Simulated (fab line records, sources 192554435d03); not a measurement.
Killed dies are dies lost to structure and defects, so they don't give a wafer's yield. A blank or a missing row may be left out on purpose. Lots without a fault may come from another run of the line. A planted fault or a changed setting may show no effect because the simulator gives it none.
Which tool did it? | flow n5_finfet | 9 lots, 26 wafers sampled, at 6 steps of a route of 1938

WHAT THE GAUGES READ, wafer by wafer
N5_BEOL_M4_RC_MEAS_101.
lot  | measured     | on        | DIBL_N (mV/V)  | DIBL_P (mV/V)  | IOFF_N (nA/um)    | IOFF_P (nA/um)    | ION_N (uA/um) | ION_P (uA/um) | SS_N (mV/dec)  | SS_P (mV/dec)  | VT_N (mV)         | VT_P (mV)
L952 | day 8 12:26  | prober-02 | 35.8 36.0 35.8 | 37.5 37.2 36.9 | 0.165 0.168 0.166 | 0.224 0.219 0.208 | 677 682 687   | 471 467 467   | 71.8 71.8 70.9 | 73.8 73.6 73.2 | 249.6 247.4 248.3 | -249.5 -249.8 -250.5
L953 | day 8 15:07  | prober-01 | 36.4 34.1 35.7 | 36.9 34.1 35.4 | 0.153 0.111 0.134 | 0.173 0.145 0.160 | 671 657 656   | 455 440 447   | 71.8 70.8 71.7 | 73.3 72.7 73.6 | 248.6 256.2 252.8 | -253.4 -257.7 -254.4
L954 | day 8 21:29  | prober-01 | 35.8 35.2 34.1 | 35.7 34.7 34.3 | 0.163 0.154 0.136 | 0.214 0.195 0.186 | 678 676 664   | 462 460 460   | 70.9 71.1 70.7 | 73.4 73.3 72.3 | 250.3 250.3 253.4 | -252.0 -250.5 -251.6
L959 | day 10 00:44 | prober-01 | 38.2 38.7 38.6 | 35.8 36.1 36.6 | 0.172 0.184 0.187 | 0.221 0.239 0.254 | 674 681 675   | 459 470 465   | 72.2 72.0 71.8 | 73.0 73.4 73.6 | 249.4 246.6 245.5 | -249.3 -247.6 -248.3
L962 | day 11 01:11 | prober-01 | 35.4 33.9 36.6 | 35.4 34.3 37.4 | 0.137 0.121 0.166 | 0.176 0.169 0.209 | 668 661 668   | 456 455 452   | 70.9 70.4 71.3 | 72.5 73.0 73.3 | 254.7 255.1 247.1 | -254.9 -252.1 -252.9
L963 | day 11 04:25 | prober-01 | 34.5 33.6      | 37.4 35.4      | 0.146 0.128       | 0.209 0.193       | 678 664       | 469 465       | 71.4 70.8      | 73.6 72.8      | 251.8 252.9       | -251.0 -250.6
L969 | day 12 10:05 | prober-02 | 35.5 33.9 33.8 | 36.2 34.6 34.8 | 0.152 0.122 0.130 | 0.214 0.175 0.185 | 684 674 661   | 466 464 457   | 71.0 70.9 71.7 | 73.3 73.0 72.7 | 251.5 252.6 251.3 | -250.4 -253.9 -253.2
L971 | day 13 03:38 | prober-02 | 35.1 34.7 35.5 | 34.9 34.4 35.5 | 0.159 0.146 0.157 | 0.175 0.169 0.187 | 681 674 667   | 458 457 455   | 71.7 71.1 71.8 | 73.1 73.1 72.9 | 250.2 249.3 249.2 | -254.8 -252.5 -254.0
L973 | day 13 15:23 | prober-02 | 37.4 36.6 37.8 | 37.1 36.1 36.8 | 0.184 0.164 0.174 | 0.225 0.212 0.218 | 675 674 678   | 464 457 459   | 71.4 71.6 71.2 | 73.8 73.7 74.1 | 246.9 251.0 249.6 | -250.5 -251.4 -249.9

N5_BEOL_M7_CD_MEAS_35: target cd 40 nm.
lot  | measured     | on        | cd_nm (nm)
L952 | day 9 13:01  | cd_sem-02 | 39.9 40.0 39.4
L953 | day 9 21:41  | cd_sem-02 | 40.7 39.5 39.6
L954 | day 9 23:16  | cd_sem-01 | 40.1 39.2 39.1
L959 | day 10 23:28 | cd_sem-03 | 40.1 40.4 40.4
L962 | day 12 02:41 | cd_sem-01 | 39.9 39.5 39.9
L963 | day 12 04:35 | cd_sem-01 | 40.0 39.4
L969 | day 13 14:13 | cd_sem-03 | 40.5 40.5 39.8
L971 | day 14 02:26 | cd_sem-01 | 39.7 39.8 40.6
L973 | day 14 17:09 | cd_sem-03 | 39.9 39.5 39.8

N5_BEOL_M7_THK_MEAS_53: measures by xrf.
lot  | measured     | on            | M7_THK (nm)
L952 | day 9 17:11  | film_metro-01 | 79.1 79.3 79.4
L953 | day 10 00:28 | film_metro-01 | 77.5 78.4 77.3
L954 | day 10 01:13 | film_metro-02 | 78.9 80.1 80.3
L959 | day 11 01:53 | film_metro-02 | 79.4 81.1 77.4
L962 | day 12 05:22 | film_metro-01 | 77.0 78.2 188.6
L963 | day 12 06:53 | film_metro-02 | 76.5 192.8
L969 | day 13 16:44 | film_metro-02 | 76.6 76.9 73.3
L971 | day 14 05:02 | film_metro-02 | 79.5 78.5 76.7
L973 | day 14 19:37 | film_metro-02 | 76.4 75.9 75.7

N5_BEOL_M7_INSPECT_58: inspects for defects (darkfield).
lot  | measured     | on                | raw_defect_count
L952 | day 9 17:23  | defect_inspect-02 | 113 54 64
L953 | day 10 00:37 | defect_inspect-02 | 77 78 59
L954 | day 10 01:23 | defect_inspect-02 | 81 66 83
L959 | day 11 02:02 | defect_inspect-02 | 63 74 55
L962 | day 12 05:31 | defect_inspect-01 | 84 102 1244
L963 | day 12 07:02 | defect_inspect-01 | 69 1234
L969 | day 13 16:53 | defect_inspect-01 | 66 85 47
L971 | day 14 05:12 | defect_inspect-02 | 85 84 88
L973 | day 14 19:46 | defect_inspect-01 | 52 57 36

WHICH TOOL RAN EACH LOT (tool, then ch and the chambers of the sampled wafers, then the start)
lot  | N5_BEOL_M7_ETCH_41                            | N5_BEOL_M7_CMP_52
L952 | rie_diel-03 ch 0,2,3, day 9 13:01 or earlier  | cmp-01 ch 0,1,3, day 9 16:58
L953 | rie_diel-06 ch 0,2,3, day 9 21:41 or earlier  | cmp-02 ch 0,1,2, day 10 00:14
L954 | rie_diel-06 ch 0,1, day 9 23:16 or earlier    | cmp-01 ch 1,2,3, day 10 00:58
L959 | rie_diel-06 ch 0,2,3, day 10 23:28 or earlier | cmp-01 ch 0,3, day 11 01:35
L962 | rie_diel-05 ch 0,1,2, day 12 02:41 or earlier | cmp-01 ch 0,1,2, day 12 05:04
L963 | rie_diel-03 ch 2,3, day 12 04:35 or earlier   | cmp-01 ch 2,3, day 12 06:38
L969 | rie_diel-03 ch 1,2,3, day 13 14:13 or earlier | cmp-04 ch 0,1,3, day 13 16:31
L971 | rie_diel-06 ch 1,2,3, day 14 02:26 or earlier | cmp-02 ch 0,1,3, day 14 04:47
L973 | rie_diel-03 ch 0,1,3, day 14 17:09 or earlier | cmp-04 ch 0,1, day 14 19:19
- N5_BEOL_M7_ETCH_41: etches SiCN in CH3F/O2, target depth 31.9 nm, time 57.8 s.
- N5_BEOL_M7_CMP_52: polishes, stops on SiCOH lowk, t overpolish 6.9 s, target thk 80 nm.

WHAT THE TOOLS THEMSELVES READ (means of the sampled wafers that have a number; where no wafer has one, the mark that the record gives instead)
N5_BEOL_M7_ETCH_41.
lot  | tool        | O2_flow_sccm (sccm) | drypump_motor_current_A (A) | oes_product_au (a.u.) | rf_vpp_V (V) | showerhead_plenum_p_Torr (Torr) | throttle_valve_pct (%)
L952 | rie_diel-03 | 19.98               | 5.1                         | 0.82                  | 297.0        | 2.02                            | 16.13
L953 | rie_diel-06 | 20.04               | 6.0                         | 0.78                  | 296.3        | 1.96                            | 16.46
L954 | rie_diel-06 | 20.09               | 5.4                         | 0.82                  | 296.4        | 1.99                            | 16.41
L959 | rie_diel-06 | 20.00               | 6.0                         | 0.77                  | 296.6        | 1.96                            | 16.47
L962 | rie_diel-05 | 20.04               | 5.6                         | 0.86                  | 297.9        | 2.03                            | 16.25
L963 | rie_diel-03 | 20.00               | 4.9                         | 0.84                  | 296.6        | 1.99                            | 16.05
L969 | rie_diel-03 | 20.01               | 5.0                         | 0.78                  | 297.7        | 2.01                            | 16.19
L971 | rie_diel-06 | 19.98               | 5.9                         | 0.79                  | 297.1        | 1.99                            | 16.44
L973 | rie_diel-03 | 19.99               | 5.2                         | 0.71                  | 298.0        | 2.04                            | 16.38

N5_BEOL_M7_CMP_52.
lot  | tool   | barrier_field_endpoint_s (s) | head_pressure_psi (psi) | motor_current_A (A) | overpolish_run_s (s) | slurry_filter_dp_kPa (kPa) | time_to_endpoint_s (s)
L952 | cmp-01 | 29.7                         | 1.0009                  | 6.3                 | 6.897                | 13.62                      | 63.8
L953 | cmp-02 | 28.4                         | 0.9994                  | 5.8                 | 6.894                | 13.43                      | 61.2
L954 | cmp-01 | 29.5                         | 1.0004                  | 6.4                 | 6.905                | 13.47                      | 64.1
L959 | cmp-01 | 27.8                         | 0.9991                  | 6.4                 | 6.905                | 13.43                      | 59.9
L962 | cmp-01 | 34.9                         | 1.0001                  | 6.9                 | 4.617                | 13.44                      | 68.6
L963 | cmp-01 | 37.6                         | 0.9989                  | 6.7                 | 3.472                | 13.49                      | 70.8
L969 | cmp-04 | 28.6                         | 1.0004                  | 6.2                 | 6.903                | 13.61                      | 61.5
L971 | cmp-02 | 28.7                         | 0.9975                  | 6.3                 | 6.891                | 13.39                      | 58.1
L973 | cmp-04 | 29.3                         | 1.0003                  | 6.4                 | 6.901                | 13.59                      | 63.4

THE ANSWER, worked out from the rows above alone
Rule: what is usual is taken from the lots themselves. Put in order of their means at a reading, lots are off if they are a third of the lots or fewer, leave a main group of 4 or more, and stand apart from it by a gap of 3 or more times the standard deviation of the main group's means; of several such gaps the widest counts. A main group whose means are all the same, to the digits that the tables above print for the reading, isn't used. A lot without any number at a reading at which 4 lots or more have one is off too. The other lots that the step has rows for count as sound. The gauges are gone through in route order, then the tools' own readings, and for those a lot's mean is taken as printed above. The first step at which some lot is off is used, and at that step the reading that is off furthest; a lot without a number counts as furthest.
Off: L962, L963, at N5_BEOL_M7_THK_MEAS_53 (M7_THK). The main group: mean 78.0 nm, standard deviation 1.5.
A tool fits if, at a process step before that reading, it ran every lot that is off, and no sound lot after the first of them. The gauges at N5_BEOL_M7_THK_MEAS_53 aren't tried: what is off there is off at N5_BEOL_M7_INSPECT_58 too, on other tools, and a gauge's error can't cause that. N5_BEOL_M7_ETCH_41 gives no start for some lots, so the hours and the order of its lots are those of N5_BEOL_M7_CD_MEAS_35. One fits: cmp-01 at N5_BEOL_M7_CMP_52. Its last sound lot is L959 (day 11 01:35), its first lot that is off L962 (day 12 05:04): a fault that began between those two fits.
The tool's own readings at N5_BEOL_M7_CMP_52 bear it out: on the lots that are off they differ by more than 5 times the standard deviation of the sound lots' means. barrier_field_endpoint_s reads 36.2 s there against 28.9 s on the sound lots; overpolish_run_s reads 4.045 s there against 6.899 s on the sound lots.

WHAT THE SIMULATOR HAD PUT IN
Process parameter drift: cmp-01, from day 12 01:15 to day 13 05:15, at N5_BEOL_M7_CMP_52. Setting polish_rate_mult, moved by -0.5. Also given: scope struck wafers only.
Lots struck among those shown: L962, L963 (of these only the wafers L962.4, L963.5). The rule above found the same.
